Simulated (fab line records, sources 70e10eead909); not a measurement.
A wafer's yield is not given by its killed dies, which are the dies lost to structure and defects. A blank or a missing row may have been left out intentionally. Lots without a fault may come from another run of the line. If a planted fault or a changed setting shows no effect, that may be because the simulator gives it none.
fab line records	flow nand_harc	part 1 of 2: steps 1 to 25 of 37
record lots=5	wafers=15	last_day=24
route steps=1159 shown A_STAIRCASE@713 A_SGD_CUT@747
lots that met no fault: from a run of the same line without faults
start_h: hours from the record's opening day to when the first of the lot's shown wafers began	wait_h: how many hours have passed since the lot's step before this one	" the same as in the row above	L1.1+2: several wafers, shown together as one row	- no value present, or no start provided	* or withheld: withheld	< > ~ a bound
route shown NAME@n: a module of which the file shows steps, and the number in the route of the first	usual: mean and standard deviation over wafers with no fault	same: alike in all rows	chamber/n: place in a boat	sites: the reading at each site	_std_site: how widely they spread, as a standard deviation	_edge_site: mean of outer sites minus mean of inner sites	radius_mm: how far each site lies from the wafer's centre	mask NAME#n: copy n	behind: the most recent tool/chamber to have shaped the wafer	hold: the reason the lot was held/the length of the hold in hours/how it ended	device: whichever transistor did not switch (one of n, p or np)	end of line: tests run on the same wafers once the route is complete	step lacking rows: just its recipe	killed: dies that structure and defects cost at the first sort, which is not the same as the wafer's yield	map: dies across one wafer; x = killed, . = not, _ = none there
set.NAME: the run value of the setting; set.NAME@STEP: its run value at that earlier step	model.NAME: the simulator's own value behind a step, which no gauge read
a table for each step, a row for each wafer; lots at some steps of the route
services: the hour from which a tool's chamber was out of use, counted from the record's first day as start_h (under 0 if before that day), plus the number of hours and why
## steps
# step NHARC_A_STAIRCASE_DEP_325
# recipe target_thk_a=38000	temp_c=400	target_thk_nm=3800	teos_flow_sccm=200	rf_w=500	material=SiO2
# usual heater_power_w=683/100
lot.wafer	tool	chamber	start_h	wait_h	heater_power_w
L078.1	pecvd-02	2	305.98	0.2	669
L078.6	"	2	"	"	590
L078.4	"	0	"	"	516
L084.5	pecvd-04	1	352.65	0.4	678
L084.6	"	2	"	"	729
L084.4	"	0	"	"	740
L086.2	pecvd-03	2	375.50	0.2	719
L086.1	"	0	"	"	628
L086.5	"	2	"	"	671
L093.3	pecvd-03	0	405.80	0.2	708
L093.1	"	1	"	"	887
L093.6	"	2	"	"	672
L094.6	pecvd-02	0	420.56	0.5	542
L094.4	"	1	"	"	638
L094.5	"	2	"	"	561
# step NHARC_A_STAIRCASE_ANNEAL_326
# recipe temp_c=750	time_s=1800
# usual zone_power_lower_pct=12.3/0.52
lot.wafer	tool	chamber	start_h	wait_h	zone_power_lower_pct
L078.1	furnace-03	0	311.15	-	12.7
L078.4	"	0	"	"	12.8
L078.6	"	0	"	"	12.5
L084.4	furnace-03	0	357.84	-	12.5
L084.5	"	0	"	"	12.7
L084.6	"	0	"	"	12.6
L086.1	furnace-08	0	379.88	-	12.4
L086.2	"	0	"	"	12.5
L086.5	"	0	"	"	12.4
L093.1	furnace-08	0	412.31	-	12.7
L093.3	"	0	"	"	12.6
L093.6	"	0	"	"	12.6
L094.4	furnace-08	0	428.19	-	12.4
L094.5	"	0	"	"	12.4
L094.6	"	0	"	"	12.3
# step NHARC_A_STAIRCASE_DEHYDRATE_433
# recipe temp_c=150	time_s=120
# usual plate_temp_C=150.02/0.13
lot.wafer	tool	chamber	start_h	wait_h	plate_temp_C
L078.1	litho_track-05	0	314.59	0.1	150.21
L078.4	"	0	"	"	150.02
L078.6	"	0	"	"	150.03
L084.4	litho_track-02	0	361.25	0.1	150.06
L084.5	"	0	"	"	149.91
L084.6	"	0	"	"	150.06
L086.1	litho_track-02	0	383.33	0.1	150.00
L086.2	"	0	"	"	150.09
L086.5	"	0	"	"	149.90
L093.1	litho_track-02	0	415.68	0.1	149.70
L093.3	"	0	"	"	150.00
L093.6	"	0	"	"	149.97
L094.4	litho_track-05	0	431.59	0.1	149.83
L094.5	"	0	"	"	149.82
L094.6	"	0	"	"	150.08
# step NHARC_A_STAIRCASE_HMDS_434
# recipe time_s=30
lot.wafer	tool	chamber	start_h	wait_h
L078.1+4+6	litho_track-05	0	-	-
L084.4+5+6	litho_track-02	0	-	-
L086.1+2+5	litho_track-02	0	-	-
L093.1+3+6	litho_track-02	0	-	-
L094.4+5+6	litho_track-05	0	-	-
# step NHARC_A_STAIRCASE_COAT_435
# recipe spin_rpm=1200
# usual spin_speed_rpm=1200.1/0.77
lot.wafer	tool	chamber	start_h	wait_h	spin_speed_rpm
L078.1	litho_track-05	0	-	-	1199.6
L078.4	"	0	"	"	1200.6
L078.6	"	0	"	"	1200.3
L084.4	litho_track-02	0	-	-	1201.2
L084.5	"	0	"	"	1200.1
L084.6	"	0	"	"	1201.1
L086.1	litho_track-02	0	-	-	1199.7
L086.2	"	0	"	"	1200.4
L086.5	"	0	"	"	1200.2
L093.1	litho_track-02	0	-	-	1200.4
L093.3	"	0	"	"	1199.3
L093.6	"	0	"	"	1200.4
L094.4	litho_track-05	0	-	-	1200.8
L094.5	"	0	"	"	1199.4
L094.6	"	0	"	"	1200.0
# step NHARC_A_STAIRCASE_SOFTBAKE_436
# recipe temp_c=135	time_s=170
# usual plate_temp_C=135.02/0.12
lot.wafer	tool	chamber	start_h	wait_h	plate_temp_C
L078.1	litho_track-05	0	-	-	135.08
L078.4	"	0	"	"	135.44
L078.6	"	0	"	"	135.04
L084.4	litho_track-02	0	-	-	135.03
L084.5	"	0	"	"	135.05
L084.6	"	0	"	"	134.97
L086.1	litho_track-02	0	-	-	135.23
L086.2	"	0	"	"	135.08
L086.5	"	0	"	"	135.32
L093.1	litho_track-02	0	-	-	135.06
L093.3	"	0	"	"	135.09
L093.6	"	0	"	"	135.10
L094.4	litho_track-05	0	-	-	135.04
L094.5	"	0	"	"	135.12
L094.6	"	0	"	"	134.90
# step NHARC_A_STAIRCASE_EBR_437
lot.wafer	tool	chamber	start_h	wait_h
L078.1+4+6	litho_track-05	0	-	-
L084.4+5+6	litho_track-02	0	-	-
L086.1+2+5	litho_track-02	0	-	-
L093.1+3+6	litho_track-02	0	-	-
L094.4+5+6	litho_track-05	0	-	-
# step NHARC_A_STAIRCASE_EXPOSE_438
# recipe na=0.5	dose_mj=28.97	mask_id=STAIR_REV
# usual exposure_dose_mJ_cm2=28.976/0.028	reticle_temp_C=23.02/0.1
# same na=0.5
lot.wafer	tool	chamber	start_h	wait_h	mask	exposure_dose_mJ_cm2	reticle_temp_C
L078.1	krf_scanner-03	0	314.95	-	STAIR_REV#0	28.975	22.88
L078.4	"	0	"	"	STAIR_REV#0	28.955	23.06
L078.6	"	0	"	"	STAIR_REV#0	28.996	22.90
L084.4	krf_scanner-02	0	361.74	-	STAIR_REV#0	28.961	22.93
L084.5	"	0	"	"	STAIR_REV#0	28.958	22.97
L084.6	"	0	"	"	STAIR_REV#0	28.975	23.08
L086.1	krf_scanner-04	0	383.78	-	STAIR_REV#0	28.916	23.12
L086.2	"	0	"	"	STAIR_REV#0	28.956	22.98
L086.5	"	0	"	"	STAIR_REV#0	28.933	23.12
L093.1	krf_scanner-04	0	416.04	-	STAIR_REV#0	28.991	23.07
L093.3	"	0	"	"	STAIR_REV#0	29.006	23.11
L093.6	"	0	"	"	STAIR_REV#0	29.002	22.92
L094.4	krf_scanner-03	0	431.97	-	STAIR_REV#0	28.970	23.04
L094.5	"	0	"	"	STAIR_REV#0	28.954	23.04
L094.6	"	0	"	"	STAIR_REV#0	28.992	22.92
# step NHARC_A_STAIRCASE_PEB_439
# recipe peb_temp_c=115	peb_time_s=130
# usual plate_temp_C=115.01/0.13
lot.wafer	tool	chamber	start_h	wait_h	plate_temp_C
L078.1	litho_track-05	0	315.02	0.1	114.99
L078.4	"	0	"	"	115.11
L078.6	"	0	"	"	114.83
L084.4	litho_track-05	0	361.79	0.0	115.03
L084.5	"	0	"	"	115.06
L084.6	"	0	"	"	115.15
L086.1	litho_track-02	0	383.85	0.1	114.84
L086.2	"	0	"	"	114.80
L086.5	"	0	"	"	115.03
L093.1	litho_track-02	0	416.11	0.1	114.88
L093.3	"	0	"	"	114.73
L093.6	"	0	"	"	115.01
L094.4	litho_track-03	0	432.03	0.0	114.94
L094.5	"	0	"	"	115.07
L094.6	"	0	"	"	114.95
# step NHARC_A_STAIRCASE_DEVELOP_440
# recipe time_s=140
lot.wafer	tool	chamber	start_h	wait_h
L078.1+4+6	litho_track-05	0	-	-
L084.4+5+6	litho_track-05	0	-	-
L086.1+2+5	litho_track-02	0	-	-
L093.1+3+6	litho_track-02	0	-	-
L094.4+5+6	litho_track-03	0	-	-
# step NHARC_A_STAIRCASE_HARDBAKE_442
# recipe temp_c=120	time_s=140
lot.wafer	tool	chamber	start_h	wait_h
L078.1+4+6	litho_track-03	0	315.23	-
L084.4+5+6	litho_track-05	0	362.02	-
L086.1+2+5	litho_track-05	0	384.06	-
L093.1+3+6	litho_track-03	0	416.33	-
L094.4+5+6	litho_track-03	0	432.26	-
# step NHARC_A_STAIRCASE_DESCUM_443
# recipe time_s=3	o2_flow_sccm=200	ar_flow_sccm=0	bias_power_w=0	chemistry=O2
# usual drypump_motor_current_A=6.0/0.43	oes_product_au=1.000/0.008	rf_vpp_V=57.9/0.91	showerhead_plenum_p_Torr=1.92/0.079	throttle_valve_pct=11.311/0.0085
lot.wafer	tool	chamber	start_h	wait_h	drypump_motor_current_A	oes_product_au	rf_hours_counter_h	rf_vpp_V	showerhead_plenum_p_Torr	throttle_valve_pct
L078.4	rie_diel-12	1	315.33	-	6.5	1.001	39	57.3	1.78	11.316
L078.1	"	2	"	"	6.7	1.006	38	59.9	2.00	11.318
L078.6	"	1	"	"	6.5	1.017	-	58.0	1.78	11.301
L084.4	rie_diel-12	1	362.30	-	6.5	0.993	58	57.1	1.77	11.309
L084.6	"	0	"	"	5.9	0.995	-	57.7	1.96	11.310
L084.5	"	1	"	"	6.5	0.996	-	57.2	1.77	11.305
L086.2	rie_diel-10	1	385.59	-	5.2	1.000	7	57.2	1.80	11.295
L086.1	"	3	"	"	5.6	0.994	9	57.1	1.94	11.320
L086.5	"	1	"	"	5.2	0.988	-	58.5	1.80	11.307
L093.1	rie_diel-11	0	416.42	-	6.1	1.009	2	58.4	2.08	11.327
L093.3	"	1	"	"	6.1	1.009	2	57.8	1.87	11.311
L093.6	"	0	"	"	6.1	1.014	-	57.8	2.08	11.306
L094.4	rie_diel-10	0	432.36	-	5.7	1.007	21	58.9	1.89	11.299
L094.5	"	1	"	"	5.2	0.980	-	57.9	1.80	11.315
L094.6	"	2	"	"	5.2	0.987	-	58.5	1.94	11.314
# step NHARC_A_STAIRCASE_ETCH_444
# recipe target_depth_a=1.02e+05	time_s=3400	c4f8_flow_sccm=20	o2_flow_sccm=10	ar_flow_sccm=withheld	rf_w=600	bias_w=1000	chemistry=C4F8/O2
# usual oes_product_au=0.935/0.017	rf_vpp_V=807/4.3
lot.wafer	tool	chamber	start_h	wait_h	oes_product_au	rf_hours_counter_h	rf_vpp_V
L078.1	rie_diel-12	0	316.10	0.8	0.909	34	810
L078.6	"	1	"	"	0.922	-	799
L078.4	"	0	"	"	0.915	-	809
L084.4	rie_diel-12	1	362.92	0.6	0.927	59	798
L084.6	"	3	"	"	0.930	-	811
L084.5	"	0	"	"	0.915	-	810
L086.1	rie_diel-10	0	386.37	0.8	0.921	9	806
L086.2	"	1	"	"	0.930	8	801
L086.5	"	3	"	"	0.931	-	808
L093.1	rie_diel-11	2	416.50	0.1	0.976	3	806
L093.3	"	1	"	"	0.960	2	806
L093.6	"	3	"	"	0.975	-	809
L094.4	rie_diel-10	1	432.42	0.1	0.915	21	801
L094.6	"	1	"	"	0.919	-	801
L094.5	"	2	"	"	0.924	-	809
# step NHARC_A_STAIRCASE_STRIP_446
# recipe power_w=1500	temp_c=250	chemistry=O2
# usual drypump_motor_current_A=5.70/0.18	heater_power_w=329/19
lot.wafer	tool	chamber	start_h	wait_h	drypump_motor_current_A	heater_power_w	rf_hours_counter_h
L078.1	plasma_asher-02	1	318.21	0.1	5.74	351	45
L078.4	"	1	"	"	5.74	348	-
L078.6	"	0	"	"	5.74	318	-
L084.4	plasma_asher-01	1	364.86	0.2	5.91	328	-
L084.6	"	0	"	"	5.41	313	-
L084.5	"	1	"	"	5.97	320	-
L086.1	plasma_asher-02	0	388.15	0.0	5.69	336	6
L086.2	"	1	"	"	5.72	361	6
L086.5	"	1	"	"	5.77	353	-
L093.1	plasma_asher-02	0	418.78	0.0	5.72	327	14
L093.3	"	1	"	"	5.74	366	-
L093.6	"	1	"	"	5.75	355	-
L094.4	plasma_asher-02	0	435.62	1.0	5.70	329	-
L094.5	"	1	"	"	5.75	358	-
L094.6	"	0	"	"	5.69	330	-
# step NHARC_A_STAIRCASE_STRIP_447
# recipe time_s=900	temp_c=130	chemistry=SPM
lot.wafer	tool	chamber	start_h	wait_h
L078.6+4+1	wet_bench-02	6,7,0	318.57	0.1
L084.4+6+5	wet_bench-02	4,6,7	365.08	0.2
L086.1+5+2	wet_bench-02	4,5,0	388.49	0.3
L093.1+3+6	wet_bench-04	5,0,1	419.13	0.3
L094.6+4+5	wet_bench-02	7,0,2	435.83	0.1
# step NHARC_A_STAIRCASE_PRECLEAN_448
# recipe time_s=*	temp_c=50	bath_age_min=0	chemistry=SC1
lot.wafer	tool	chamber	start_h	wait_h
L078.6+4+1	wet_bench-02	6,7,0	-	-
L084.4+6+5	wet_bench-02	4,6,7	-	-
L086.1+5+2	wet_bench-02	4,5,0	-	-
L093.1+3+6	wet_bench-04	5,0,1	-	-
L094.6+4+5	wet_bench-02	7,0,2	-	-
# step NHARC_A_STAIRCASE_SRD_449
lot.wafer	tool	chamber	start_h	wait_h
L078.6+4+1	wet_bench-02	6,7,0	-	-
L084.4+6+5	wet_bench-02	4,6,7	-	-
L086.1+5+2	wet_bench-02	4,5,0	-	-
L093.1+3+6	wet_bench-04	5,0,1	-	-
L094.6+4+5	wet_bench-02	7,0,2	-	-
# step NHARC_A_STAIRCASE_CMP_450
# recipe target_thk_nm=200	material=SiO2
# usual motor_current_A=11.5/1.3	pad_life_wafers=300/180	slurry_filter_dp_kPa=13.50/0.13
lot.wafer	tool	chamber	start_h	wait_h	motor_current_A	pad_life_wafers	slurry_filter_dp_kPa
L078.4	cmp-04	0	319.04	-	10.2	74	13.44
L078.1	"	1	"	"	12.4	75	13.24
L078.6	"	2	"	"	13.8	-	13.42
L084.4	cmp-02	2	365.52	-	13.0	204	13.67
L084.5	"	2	"	"	12.5	-	13.55
L084.6	"	3	"	"	10.4	-	13.36
L086.2	cmp-04	0	388.96	-	10.7	529	13.40
L086.1	"	2	"	"	13.9	531	13.62
L086.5	"	0	"	"	10.1	-	13.68
L093.3	cmp-04	2	419.59	-	13.2	102	13.78
L093.1	"	3	"	"	9.9	103	13.55
L093.6	"	2	"	"	13.9	-	13.53
L094.4	cmp-04	1	436.28	-	12.4	216	13.39
L094.5	"	1	"	"	11.7	-	13.46
L094.6	"	2	"	"	12.9	-	13.57
# step NHARC_A_STAIRCASE_CMP_152
# usual motor_current_A=11.4/1.2	pad_life_wafers=306/180	slurry_filter_dp_kPa=13.49/0.13
lot.wafer	tool	chamber	start_h	wait_h	motor_current_A	pad_life_wafers	slurry_filter_dp_kPa
L078.4	cmp-04	0	319.11	0.1	10.6	80	13.46
L078.1	"	1	"	"	12.5	81	13.63
L078.6	"	2	"	"	13.0	-	13.34
L084.4	cmp-02	2	365.59	0.1	12.7	210	13.42
L084.5	"	2	"	"	11.9	-	13.58
L084.6	"	3	"	"	10.4	-	13.32
L086.2	cmp-04	0	389.03	0.1	10.3	535	13.46
L086.1	"	2	"	"	13.3	537	13.60
L086.5	"	0	"	"	10.3	-	13.48
L093.3	cmp-04	2	419.66	0.1	13.8	108	13.40
L093.1	"	3	"	"	9.6	109	13.43
L093.6	"	2	"	"	13.5	-	13.47
L094.4	cmp-04	1	436.35	0.1	12.2	222	13.60
L094.5	"	1	"	"	12.3	-	13.51
L094.6	"	2	"	"	13.1	-	13.37
# step NHARC_A_STAIRCASE_SRD_154
lot.wafer	tool	chamber	start_h	wait_h
L078.6+4+1	wet_bench-02	0,1,5	319.38	0.0
L084.6+5+4	wet_bench-04	3,6,7	365.88	0.0
L086.2+1+5	wet_bench-02	2,4,5	389.31	0.0
L093.1+3+6	wet_bench-02	1,5,6	419.95	0.0
L094.5+4+6	wet_bench-07	2,3,5	436.65	0.0
# step NHARC_A_STAIRCASE_ETCH_403
# recipe target_depth_a=1082	chemistry=dHF	material=SiO2
lot.wafer	tool	chamber	start_h	wait_h
L078.6+4+1	wet_bench-02	0,1,5	319.40	0.0
L084.6+5+4	wet_bench-04	3,6,7	365.91	0.0
L086.2+1+5	wet_bench-02	2,4,5	389.34	0.0
L093.1+3+6	wet_bench-02	1,5,6	419.98	0.0
L094.5+4+6	wet_bench-07	2,3,5	436.67	0.0
# step NHARC_A_STAIRCASE_ETCHBACK_422
# recipe target_depth_a=400	over_etch_frac=0.3	time_s=74.286	ion_energy_ev=120	ch3f_flow_sccm=50	o2_flow_sccm=30	ar_flow_sccm=200	rf_w=500	bias_w=100	chemistry=CH3F/O2
# usual drypump_motor_current_A=6.0/0.48	oes_product_au=0.96/0.037	rf_vpp_V=244.8/1.7	showerhead_plenum_p_Torr=2.48/0.1	throttle_valve_pct=20.664/0.0086
lot.wafer	tool	chamber	start_h	wait_h	drypump_motor_current_A	oes_product_au	rf_hours_counter_h	rf_vpp_V	showerhead_plenum_p_Torr	throttle_valve_pct
L078.4	rie_diel-11	2	319.59	0.2	6.0	0.93	32	244.6	2.47	20.664
L078.1	"	3	"	"	6.5	0.93	34	245.7	2.51	20.661
L078.6	"	1	"	"	6.1	0.93	-	244.4	2.42	20.664
L084.4	rie_diel-12	2	366.11	0.2	6.7	0.99	56	246.2	2.56	20.653
L084.5	"	3	"	"	5.8	1.00	-	245.5	2.54	20.670
L084.6	"	0	"	"	5.8	1.00	-	244.1	2.51	20.660
L086.2	rie_diel-12	2	389.51	0.2	6.7	0.98	0	246.0	2.56	20.686
L086.1	"	3	"	"	5.8	1.00	0	244.2	2.54	20.670
L086.5	"	2	"	"	6.7	0.99	-	245.2	2.56	20.671
L093.1	rie_diel-11	0	420.14	0.2	6.1	1.01	3	246.7	2.66	20.651
L093.3	"	2	"	"	6.0	0.99	5	243.0	2.46	20.667
L093.6	"	0	"	"	6.1	1.01	-	246.7	2.66	20.648
L094.4	rie_diel-11	2	436.84	0.2	6.0	0.99	10	245.3	2.45	20.667
L094.6	"	0	"	"	6.1	1.01	-	247.4	2.66	20.661
L094.5	"	1	"	"	6.1	0.99	-	243.3	2.41	20.656
# step NHARC_A_STAIRCASE_ETCH_423
# recipe target_depth_a=300	chemistry=dHF	material=SiO2
lot.wafer	tool	chamber	start_h	wait_h
L078.6+1+4	wet_bench-04	4,5,7	319.76	0.1
L084.5+4+6	wet_bench-02	5,6,7	366.25	0.1
L086.2+1+5	wet_bench-07	5,6,7	389.68	0.2
L093.1+3+6	wet_bench-02	7,1,4	420.29	0.1
L094.4+6+5	wet_bench-04	0,1,3	437.01	0.2
# step NHARC_A_STAIRCASE_ETCHBACK_157
# recipe target_depth_a=900	over_etch_frac=0.3	time_s=167.14	ion_energy_ev=120	ch3f_flow_sccm=50	o2_flow_sccm=30	ar_flow_sccm=200	rf_w=500	bias_w=100	chemistry=CH3F/O2
# usual drypump_motor_current_A=6.0/0.48	oes_product_au=0.96/0.031	rf_vpp_V=244.6/1.5	showerhead_plenum_p_Torr=2.46/0.097	throttle_valve_pct=20.663/0.0089
lot.wafer	tool	chamber	start_h	wait_h	drypump_motor_current_A	oes_product_au	rf_hours_counter_h	rf_vpp_V	showerhead_plenum_p_Torr	throttle_valve_pct
L078.4	rie_diel-10	1	319.95	0.1	5.2	0.91	49	241.0	2.32	20.668
L078.1	"	3	"	"	5.7	0.93	54	246.0	2.50	20.648
L078.6	"	1	"	"	5.2	0.93	-	242.2	2.32	20.663
L084.4	rie_diel-11	1	366.45	0.2	6.1	0.92	50	244.5	2.42	20.669
L084.5	"	0	"	"	6.1	0.92	-	242.1	2.29	20.670
L084.6	"	1	"	"	6.1	0.92	-	245.1	2.42	20.676
L086.1	rie_diel-10	2	389.88	0.2	5.2	0.92	12	244.1	2.50	20.660
L086.2	"	0	"	"	5.8	0.93	11	243.9	2.44	20.665
L086.5	"	1	"	"	5.2	0.92	-	242.4	2.32	20.668
L093.1	rie_diel-10	2	420.48	0.2	5.2	1.00	20	243.9	2.50	20.653
L093.3	"	1	"	"	5.2	1.00	18	243.4	2.31	20.650
L093.6	"	3	"	"	5.7	0.99	-	244.3	2.48	20.649
L094.4	rie_diel-10	2	437.26	0.2	5.2	0.92	26	245.4	2.50	20.642
L094.5	"	2	"	"	5.2	0.92	-	245.3	2.50	20.662
L094.6	"	3	"	"	5.7	0.92	-	244.4	2.48	20.662
# step NHARC_A_STAIRCASE_STRIP_475
# recipe time_s=20	o2_flow_sccm=500	ar_flow_sccm=0	bias_w=0	chemistry=O2
# usual drypump_motor_current_A=6.0/0.48	oes_product_au=0.996/0.01	rf_vpp_V=57.7/0.98	showerhead_plenum_p_Torr=3.54/0.14	throttle_valve_pct=17.037/0.0097
lot.wafer	tool	chamber	start_h	wait_h	drypump_motor_current_A	oes_product_au	rf_hours_counter_h	rf_vpp_V	showerhead_plenum_p_Torr	throttle_valve_pct
L078.4	rie_diel-10	2	-	-	5.2	1.000	49	58.4	3.60	17.019
L078.1	"	3	"	"	5.7	1.009	54	58.9	3.58	17.060
L078.6	"	1	"	"	5.2	1.005	-	57.3	3.34	17.040
L084.4	rie_diel-11	1	-	-	6.1	1.009	50	58.0	3.47	17.039
L084.5	"	3	"	"	6.6	0.988	-	59.8	3.58	17.051
L084.6	"	0	"	"	6.1	1.004	-	58.0	3.30	17.041
L086.2	rie_diel-10	2	-	-	5.2	0.986	12	57.1	3.59	17.018
L086.1	"	0	"	"	5.7	0.987	11	58.0	3.50	17.032
L086.5	"	1	"	"	5.2	0.996	-	56.4	3.33	17.035
L093.3	rie_diel-10	0	-	-	5.8	0.985	19	57.3	3.50	17.041
L093.1	"	1	"	"	5.2	0.993	18	57.5	3.33	17.044
L093.6	"	0	"	"	5.8	0.988	-	56.8	3.50	17.039
L094.4	rie_diel-10	3	-	-	5.6	0.986	26	56.7	3.56	17.040
L094.6	"	2	"	"	5.2	0.983	-	58.4	3.58	17.037
L094.5	"	3	"	"	5.7	0.984	-	57.8	3.56	17.032
